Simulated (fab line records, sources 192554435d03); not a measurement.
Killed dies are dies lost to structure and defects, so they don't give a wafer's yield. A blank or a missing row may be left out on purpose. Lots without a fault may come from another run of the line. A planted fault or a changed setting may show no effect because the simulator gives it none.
fab line records | flow n5_finfet
record lots=7 wafers=39
route steps=1938 shown FIN_CUT@160 DUMMY_GATE@246 HKMG_FIN@427
start_h: hours from the record's first day to the start of the lot's first wafer shown | wait_h: hours since the lot's step before | " the same as in the row above | L1.1+2: a row that stands for several wafers | - no value, or no start given | * or withheld: withheld | < > ~ a bound
route shown NAME@n: a module of which the file shows steps, and the number in the route of the first | usual: mean/standard deviation of fault-free wafers | same: alike in all rows | chamber/n: place in a boat | sites: the reading at each site | _std_site: their standard deviation | _edge_site: outer sites' mean less inner sites' | radius_mm: how far each site lies from the wafer's centre | mask NAME#n: copy n | behind: the tool/chamber that last shaped the wafer | hold: why the lot was held/for how many hours/how that ended | device: the transistor (n, p or np) that didn't switch | end of line: the same wafers' tests at the end of the route | a step without rows: its recipe alone | killed: dies lost to structure and defects at the first sort, not the wafer's yield | map: a wafer's dies, x killed, . not, _ none there
set.NAME: the setting as run; set.NAME@STEP: as run at that earlier step | model.NAME: the simulator's own value behind a step, which no gauge read
lots whose settings were changed on purpose; a table a step, a row a wafer
## steps
# step N5_FIN_CUT_EXPOSE_05
# recipe mask_id=FIN_CUT na=0.33 source_shape=annular sigma_inner=0.35 sigma_outer=0.8 polarization=unpolarized dose_mj=45.75
# columns lot.wafer tool chamber start_h wait_h mask set.dose_mj
L080.1+3+6 euv_scanner-01 0 63.47 - FIN_CUT#0 45.75
L080.2+4+5 " 0 " " FIN_CUT#0 42.47
L083.1+2+4 euv_scanner-02 0 84.14 - FIN_CUT#0 48.97
L083.3+5+6 " 0 " " FIN_CUT#0 45.75
L088.1+2+3+4+5+6 euv_scanner-01 0 111.89 - FIN_CUT#0 45.75
L091.1+2+5 euv_scanner-01 0 128.69 - FIN_CUT#0 47.26
L091.3+4+6 " 0 " " FIN_CUT#0 45.75
L094.1+2+3+4+5+6 euv_scanner-02 0 146.05 - FIN_CUT#0 45.75
L095.2+4+6 euv_scanner-01 0 152.11 - FIN_CUT#0 45.75
L096.1+2+3+4+5+6 euv_scanner-01 0 165.04 - FIN_CUT#0 45.75
# step N5_FIN_CUT_PEB_06
# recipe peb_temp_c=100 peb_time_s=60 resist=CAR-EUV
# step N5_FIN_CUT_DEVELOP_07
# recipe develop_time_s=30 developer=TMAH resist=CAR-EUV rinse_liquid=surfactant_rinse dry=air_spin dev_temp_c=23
# step N5_FIN_CUT_CD_MEAS_08
# recipe target_cd_nm=29.1 landing_energy_ev=500 detector=se_inlens polarity=opening
# usual cd_nm=29.15/0.22
# columns lot.wafer tool chamber start_h wait_h set.dose_mj@FIN_CUT_EXPOSE_05 cd_nm
L080.1 cd_sem-02 0 63.60 - 45.75 29.10
L080.2 " 0 " " 42.47 28.04
L080.3 " 0 " " 45.75 29.18
L080.4 " 0 " " 42.47 27.78
L080.5 " 0 " " 42.47 27.80
L080.6 " 0 " " 45.75 28.83
L083.1 cd_sem-01 0 84.27 - 48.97 30.05
L083.2 " 0 " " 48.97 30.15
L083.3 " 0 " " 45.75 28.81
L083.4 " 0 " " 48.97 30.58
L083.5 " 0 " " 45.75 28.94
L083.6 " 0 " " 45.75 29.00
L088.1 cd_sem-02 0 112.02 - 45.75 28.92
L088.2 " 0 " " 45.75 29.28
L088.3 " 0 " " 45.75 29.33
L088.4 " 0 " " 45.75 29.63
L088.5 " 0 " " 45.75 29.10
L088.6 " 0 " " 45.75 29.30
L091.1 cd_sem-02 0 128.83 - 47.26 29.87
L091.2 " 0 " " 47.26 29.96
L091.3 " 0 " " 45.75 29.59
L091.4 " 0 " " 45.75 29.13
L091.5 " 0 " " 47.26 29.88
L091.6 " 0 " " 45.75 29.29
L094.1 cd_sem-01 0 146.19 - 45.75 29.25
L094.2 " 0 " " 45.75 29.47
L094.3 " 0 " " 45.75 29.07
L094.4 " 0 " " 45.75 29.09
L094.5 " 0 " " 45.75 28.67
L094.6 " 0 " " 45.75 29.12
L095.2 cd_sem-02 0 152.24 - 45.75 29.29
L095.4 " 0 " " 45.75 29.26
L095.6 " 0 " " 45.75 28.94
L096.1 cd_sem-01 0 165.18 - 45.75 29.12
L096.2 " 0 " " 45.75 29.34
L096.3 " 0 " " 45.75 29.10
L096.4 " 0 " " 45.75 29.32
L096.5 " 0 " " 45.75 29.25
L096.6 " 0 " " 45.75 29.55
# step N5_FIN_CUT_DESCUM_13
# recipe chemistry=O2 time_s=7 source_power_w=50 bias_power_w=20 pressure_mtorr=20 rf_frequency_hz=2.712e+07 temp_c=40 resist=CAR-EUV o2_flow_sccm=225
# step N5_FIN_CUT_ETCH_30
# recipe chemistry=N2/H2 target=underlayer target_depth_a=130 mask_material=CAR-EUV time_s=10.4 ion_energy_ev=200 pressure_mtorr=30 source_w=840 bias_w=150 n2_flow_sccm=200 h2_flow_sccm=200 ends=cleared
# columns lot.wafer tool chamber start_h wait_h set.dose_mj@FIN_CUT_EXPOSE_05 model.FIN_CUT.cd_offset_nm
L080.1 rie_diel-05 2 63.76 0.0 45.75 0.2
L080.2+5 " 1,0 " " 42.47 -1.4
L080.3 " 0 " " 45.75 0
L080.4 " 3 " " 42.47 -1.6
L080.6 " 3 " " 45.75 -0.4
L083.1+4 rie_diel-02 0 84.43 0.0 48.97 1
L083.2 " 3 " " 48.97 1.2
L083.3+5 " 2,3 " " 45.75 -0.2
L083.6 " 2 " " 45.75 0
L088.1 rie_diel-06 1 112.40 0.0 45.75 0.4
L088.2+5 " 2,0 " " 45.75 0.2
L088.3+4 " 3,0 " " 45.75 0
L088.6 " 3 " " 45.75 -0.2
L091.1+2+5 rie_diel-02 2,1,3 129.61 0.0 47.26 0.6
L091.3+4 " 3,0 " " 45.75 0
L091.6 " 0 " " 45.75 -0.2
L094.1 rie_diel-05 2 146.44 0.0 45.75 0.4
L094.2+3+5 " 0,1,0 " " 45.75 0
L094.4 " 3 " " 45.75 -0.4
L094.6 " 1 " " 45.75 -0.2
L095.2 rie_diel-05 1 152.39 0.0 45.75 0
L095.4 " 0 " " 45.75 0.4
L095.6 " 0 " " 45.75 0.2
L096.1+2 rie_diel-05 3,1 165.34 0.0 45.75 -0.2
L096.3 " 2 " " 45.75 0.2
L096.4 " 0 " " 45.75 0
L096.5 " 1 " " 45.75 -0.4
L096.6 " 2 " " 45.75 0.4
# step N5_DUMMY_GATE_ETCH_32
# recipe chemistry=CF4 target=SiO2 target_depth_a=35 time_s=3.9 ion_energy_ev=350 pressure_mtorr=10 icp_w=800 bias_w=400 cf4_flow_sccm=80
# columns lot.wafer tool chamber start_h wait_h set.time_s model.etch.depth_nm
L080.1 rie_si-06 0 83.16 0.2 3.591 3.116
L080.2 " 2 " " 3.591 3.174
L080.3 " 3 " " 3.9 3.479
L080.4 " 1 " " 3.591 3.217
L080.5 " 1 " " 3.9 3.513
L080.6 " 2 " " 3.9 3.457
L083.1 rie_si-06 3 105.78 0.1 4.381 3.972
L083.2 " 1 " " 3.9 3.526
L083.3 " 2 " " 4.381 3.873
L083.4 " 0 " " 3.9 3.438
L083.5 " 3 " " 3.9 3.508
L083.6 " 0 " " 4.381 3.839
L088.1 rie_si-02 3 135.52 0.1 3.9 3.448
L088.2 " 0 " " 3.9 3.485
L088.3 " 2 " " 2.996 2.751
L088.4 " 1 " " 2.996 2.651
L088.5 " 3 " " 3.9 3.432
L088.6 " 0 " " 2.996 2.658
L091.1 rie_si-06 0 149.28 0.1 3.9 3.398
L091.2 " 3 " " 4.25 3.79
L091.3 " 2 " " 4.25 3.762
L091.4 " 1 " " 3.9 3.482
L091.5 " 3 " " 4.25 3.8
L091.6 " 2 " " 3.9 3.437
L094.1 rie_si-06 0 167.55 0.1 3.9 3.456
L094.2 " 3 " " 3.9 3.532
L094.3 " 1 " " 3.9 3.536
L094.4 " 2 " " 3.056 2.712
L094.5 " 0 " " 3.056 2.711
L094.6 " 3 " " 3.056 2.738
L095.2 rie_si-02 2 173.60 0.1 3.9 3.61
L095.4 " 0 " " 3.9 3.494
L095.6 " 1 " " 3.9 3.502
L096.1 rie_si-02 0 187.66 0.1 4.674 4.183
L096.2 " 2 " " 4.674 4.323
L096.3 " 1 " " 4.674 4.172
L096.4 " 1 " " 3.9 3.478
L096.5 " 2 " " 3.9 3.587
L096.6 " 0 " " 3.9 3.454
# step N5_HKMG_FIN_EXPOSE_09
# recipe mask_id=NWFM na=1.35 source_shape=conventional sigma_outer=0.8 polarization=unpolarized dose_mj=39.25
# columns lot.wafer tool chamber start_h wait_h mask set.dose_mj
L080.1+5+6 arfi_scanner-01 0 114.98 - NWFM#0 39.25
L080.2+3+4 " 0 " " NWFM#0 41.4
L083.1+3+5 arfi_scanner-02 0 133.31 - NWFM#0 39.25
L083.2+4+6 " 0 " " NWFM#0 38.31
L088.1+2+4 arfi_scanner-02 0 163.55 - NWFM#0 39.25
L088.3+5+6 " 0 " " NWFM#0 40.68
L091.1+2+3 arfi_scanner-02 0 177.46 - NWFM#0 37
L091.4+5+6 " 0 " " NWFM#0 39.25
L094.1+3+6 arfi_scanner-02 0 199.08 - NWFM#0 40.96
L094.2+4+5 " 0 " " NWFM#0 39.25
L095.2+4+6 arfi_scanner-03 0 202.53 - NWFM#0 39.25
L096.1+3+6 arfi_scanner-01 0 214.85 - NWFM#0 42.07
L096.2+4+5 " 0 " " NWFM#0 39.25
# step N5_HKMG_FIN_PEB_10
# recipe peb_temp_c=withheld peb_time_s=60 resist=CAR-ArF
# step N5_HKMG_FIN_DEVELOP_11
# recipe develop_time_s=30 developer=TMAH resist=CAR-ArF dev_temp_c=23 rinse_liquid=diw dry=air_spin
# step N5_HKMG_FIN_CD_MEAS_12
# recipe target_cd_nm=92.8 landing_energy_ev=500 detector=se_inlens
# usual cd_nm=92.4/0.69
# columns lot.wafer tool chamber start_h wait_h set.dose_mj@HKMG_FIN_EXPOSE_09 cd_nm
L080.1 cd_sem-01 0 115.11 - 39.25 92.2
L080.2 " 0 " " 41.4 95.4
L080.3 " 0 " " 41.4 94.6
L080.4 " 0 " " 41.4 94.5
L080.5 " 0 " " 39.25 91.6
L080.6 " 0 " " 39.25 90.9
L083.1 cd_sem-02 0 133.44 - 39.25 91.5
L083.2 " 0 " " 38.31 91.5
L083.3 " 0 " " 39.25 92.8
L083.4 " 0 " " 38.31 91.1
L083.5 " 0 " " 39.25 93.0
L083.6 " 0 " " 38.31 91.0
L088.1 cd_sem-02 0 163.68 - 39.25 92.7
L088.2 " 0 " " 39.25 91.5
L088.3 " 0 " " 40.68 94.0
L088.4 " 0 " " 39.25 91.3
L088.5 " 0 " " 40.68 94.6
L088.6 " 0 " " 40.68 95.2
L091.1 cd_sem-02 0 177.58 - 37 88.8
L091.2 " 0 " " 37 88.1
L091.3 " 0 " " 37 88.9
L091.4 " 0 " " 39.25 92.9
L091.5 " 0 " " 39.25 91.9
L091.6 " 0 " " 39.25 91.1
L094.1 cd_sem-03 0 199.21 - 40.96 94.8
L094.2 " 0 " " 39.25 92.8
L094.3 " 0 " " 40.96 95.7
L094.4 " 0 " " 39.25 93.4
L094.5 " 0 " " 39.25 93.3
L094.6 " 0 " " 40.96 96.0
L095.2 cd_sem-02 0 202.65 - 39.25 91.0
L095.4 " 0 " " 39.25 91.6
L095.6 " 0 " " 39.25 92.1
L096.1 cd_sem-03 0 214.98 - 42.07 97.2
L096.2 " 0 " " 39.25 92.7
L096.3 " 0 " " 42.07 96.7
L096.4 " 0 " " 39.25 92.6
L096.5 " 0 " " 39.25 91.8
L096.6 " 0 " " 42.07 96.9
# step N5_HKMG_FIN_ETCH_35
# recipe chemistry=N2/H2 target=SOC target_depth_a=2158 ion_energy_ev=65 bias_w=5 source_w=3000 time_s=243.4 pressure_mtorr=30 n2_flow_sccm=200 h2_flow_sccm=200
# usual rf_vpp_V=141.3/1
# columns lot.wafer tool chamber start_h wait_h set.bias_w rf_vpp_V model.etch.depth_nm model.HKMG_FIN.feature_depth_nm model.SOC_of_HKMG_FIN_COAT_29.thk_nm
L080.1 rie_diel-04 0 115.50 0.0 5 140.5 212.2 212.2 88
L080.2 " 1 " " 5 141.0 199 199 99.6
L080.3 " 3 " " 5 140.8 208.8 208.8 90.6
L080.4 " 0 " " 5 141.0 209.9 209.8 89.4
L080.5 " 1 " " 5 142.2 200.9 201 99.2
L080.6 " 3 " " 5 141.5 210 210 89.4
L083.1 rie_diel-04 0 133.83 0.0 5.718 153.5 225.2 225.2 74.6
L083.2 " 1 " " 5 141.1 199.3 199.4 100.4
L083.3 " 3 " " 5 141.2 211.4 211.4 88.2
L083.4 " 3 " " 5.718 152.7 222.7 222.8 76.4
L083.5 " 1 " " 5 142.2 201.1 201 98.8
L083.6 " 0 " " 5.718 154.8 226.7 226.6 72.4
L088.1 rie_diel-03 3 164.07 0.0 5.33 150.0 215.4 215.4 83.4
L088.2 " 0 " " 5 140.7 210.1 210 88.4
L088.3 " 2 " " 5.33 145.3 219.3 219.2 80.6
L088.4 " 1 " " 5 140.8 210.3 210.4 89.2
L088.5 " 1 " " 5 141.7 211.1 211.2 88.6
L088.6 " 2 " " 5.33 146.9 221.1 221.2 77.8
L091.1 rie_diel-03 0 177.97 0.0 5 140.4 207.1 207 93.8
L091.2 " 2 " " 5 140.3 211.9 211.8 88.8
L091.3 " 1 " " 5 141.1 205.5 205.4 95
L091.4 " 3 " " 5 142.6 207.7 207.8 92.8
L091.5 " 2 " " 5 140.7 212 212 89.2
L091.6 " 3 " " 5 142.4 211.3 211.4 88.8
L094.1 rie_diel-01 0 200.00 0.0 5 140.3 211.1 211.2 89.8
L094.2 " 3 " " 5.619 151.4 234.3 234.2 66.4
L094.3 " 1 " " 5 141.9 218.1 218.2 82.2
L094.4 " 0 " " 5 141.9 210.8 210.8 90.2
L094.5 " 1 " " 5.619 150.0 230.8 230.8 70
L094.6 " 3 " " 5.619 150.2 231.9 232 68.4
L095.2 rie_diel-03 2 203.04 0.0 5 141.9 215.6 215.6 85.4
L095.4 " 0 " " 5 139.9 211 211 89.8
L095.6 " 3 " " 5 142.3 210.4 210.4 91.2
L096.1 rie_diel-03 2 215.37 0.0 5 141.1 211.7 211.6 88
L096.2 " 0 " " 5 140.5 207.7 207.6 91.8
L096.3 " 1 " " 4.373 129.0 198.7 198.6 101.8
L096.4 " 1 " " 4.373 129.9 198.2 198.2 101.8
L096.5 " 0 " " 4.373 129.8 196.2 196.2 103.2
L096.6 " 2 " " 5 140.8 214.4 214.4 86
## key
split step=N5_FIN_CUT_EXPOSE_05 setting=dose_mj stated=45.75 by=wafer
response step=N5_FIN_CUT_CD_MEAS_08 reading=cd_nm change=+0.176 per=1% r=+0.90
response step=N5_FIN_CUT_ETCH_30 reading=model.FIN_CUT.cd_offset_nm change=+0.185 per=1% r=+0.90
split step=N5_DUMMY_GATE_ETCH_32 setting=time_s stated=3.9 by=wafer
response step=N5_DUMMY_GATE_ETCH_32 reading=model.etch.depth_nm change=+0.0352 per=1% r=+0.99
split step=N5_HKMG_FIN_EXPOSE_09 setting=dose_mj stated=39.25 by=wafer
response step=N5_HKMG_FIN_CD_MEAS_12 reading=cd_nm change=+0.61 per=1% r=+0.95
split step=N5_HKMG_FIN_ETCH_35 setting=bias_w stated=5 by=wafer
response step=N5_HKMG_FIN_ETCH_35 reading=rf_vpp_V change=+0.839 per=1% r=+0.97
response step=N5_HKMG_FIN_ETCH_35 reading=model.etch.depth_nm change=+1.35 per=1% r=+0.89
response step=N5_HKMG_FIN_ETCH_35 reading=model.HKMG_FIN.feature_depth_nm change=+1.35 per=1% r=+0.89
response step=N5_HKMG_FIN_ETCH_35 reading=model.SOC_of_HKMG_FIN_COAT_29.thk_nm change=-1.37 per=1% r=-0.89
